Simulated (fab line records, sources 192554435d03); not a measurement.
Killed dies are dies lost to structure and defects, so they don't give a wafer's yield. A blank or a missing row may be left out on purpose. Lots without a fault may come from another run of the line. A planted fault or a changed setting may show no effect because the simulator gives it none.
Problem report in the 8D (eight disciplines) form, filled by code | flow n5_finfet | the parts of the form that need people (team, actions taken, sign-off) are left out

1. THE PROBLEM
M6_THK at N5_BEOL_M6_THK_MEAS_53 reads a mean of 196.1 nm on 2 wafers of 2 lots; wafers without a fault read 78.6 nm with a standard deviation of 2.3. That is +51 standard deviations from the usual mean.
The step: measures by xrf.
First seen on wafer L437.5, day 11 06:44, on film_metro-01. The record holds 27 wafers of 10 lots with a number at this step. Rule for "out", or "out of limits": more than 4 standard deviations from the usual mean. The other wafers with a number count as sound.

2. WHAT IT IS AND WHAT IT IS NOT
question                    | is                | is not
which readings at this step | M6_THK            | -
which lots                  | L437, L440        | L427, L428, L430, L432, L434, L443, L444, L450
which wafers of those lots  | L437.5, L440.5    | L437.4, L440.4
read on which gauges        | film_metro-01     | film_metro-02
when                        | from day 11 06:44 | up to then (15 sound wafers); but 10 sound wafers of L440, L443, L444, L450 came after

3. SUSPECTS, AND WHAT RULES EACH OUT
Counting: a tool at a process step up to the reading stays a suspect if it ran every lot that is out. Sound lots after the first of them don't rule it out here, since some wafers of a struck lot are sound.
- the gauge at N5_BEOL_M6_THK_MEAS_53: ruled out. All the wafers that are out were read on film_metro-01, but those of them that N5_BEOL_M6_CMP_52 has rows for are out there too, on other tools.
- cmp-02 at N5_BEOL_M6_CMP_52 (polishes, stops on SiCOH lowk, t overpolish 6.9 s, target thk 80 nm): kept. It ran every lot that is out, first L437 (day 11 06:31); its last sound lot up to then is L432 (day 9 21:27). Its own readings are out on those wafers: barrier_field_endpoint_s, overpolish_run_s, time_to_endpoint_s.
- Within cmp-02 at N5_BEOL_M6_CMP_52: the wafers that are out ran in chamber 1; their sound lot-mates ran in chamber 3.
Left after counting: cmp-02 at N5_BEOL_M6_CMP_52.

4. THE CAUSE (what the simulator had put in)
Process parameter drift: cmp-02, from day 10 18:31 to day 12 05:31, at N5_BEOL_M6_CMP_52. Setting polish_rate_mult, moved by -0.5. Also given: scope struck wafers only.
Counting left only this tool.

5. THE CHAIN OF EFFECTS, in route order
Each row: a reading whose mean over the struck wafers that have a number lies more than 3 standard deviations from the usual. Only readings for which the record gives a usual standard deviation are gone through. hours: the time from each lot's start at the first step in this table that gives one to its start at this step, as a median over the lots. sigmas: the change in usual standard deviations.
hours | step                    | reading                  | usual   | on struck wafers | change | sigmas
0     | N5_BEOL_M6_CMP_52       | barrier_field_endpoint_s | 29.0 s  | 46.9             | +17.9  | +22
0     | N5_BEOL_M6_CMP_52       | overpolish_run_s         | 6.899 s | 0.040            | -6.859 | -99 or more
0     | N5_BEOL_M6_CMP_52       | time_to_endpoint_s       | 62 s    | 82               | +20    | +5.1
0     | N5_BEOL_M6_THK_MEAS_53  | M6_THK                   | 78.6 nm | 196.1            | +117.5 | +51
0     | N5_BEOL_M6_INSPECT_58   | raw_defect_count         | 77      | 1340             | +1262  | +49
79    | N5_PASSIVATION_PROBE_49 | defect_limited_yield     | 91.3 %  | 0.0              | -91.3  | -61
79    | N5_PASSIVATION_PROBE_49 | killed_at_M4_up          | 12      | 1084             | +1072  | +99 or more
79    | N5_PASSIVATION_PROBE_49 | killed_dies              | 103     | 1180             | +1077  | +63
79    | N5_PASSIVATION_PROBE_49 | killed_on_rim            | 14      | 152              | +138   | +34
79    | N5_PASSIVATION_PROBE_49 | sort_n_pass              | 1077    | 0                | -1077  | -63
79    | N5_PASSIVATION_PROBE_49 | sort_yield_pct           | 91.3 %  | 0.0              | -91.3  | -61
The process steps in it:
- N5_BEOL_M6_CMP_52: polishes, stops on SiCOH lowk, t overpolish 6.9 s, target thk 80 nm.
- N5_PASSIVATION_PROBE_49

6. WHAT WOULD HAVE CAUGHT IT SOONER
In this record the first reading out of limits at a measuring or inspecting step was taken at day 11 06:44, 12 hours after the fault began at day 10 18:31.
The tool's own readings at N5_BEOL_M6_CMP_52 were out on every struck wafer that the step has a row for (barrier_field_endpoint_s, overpolish_run_s, time_to_endpoint_s): an alarm limit on them would have fired on the first of those.
Of the lots that are out (2), L440 began N5_BEOL_M6_CMP_52 on cmp-02 after day 11 06:44. A hold on the tool at that time would have spared it.
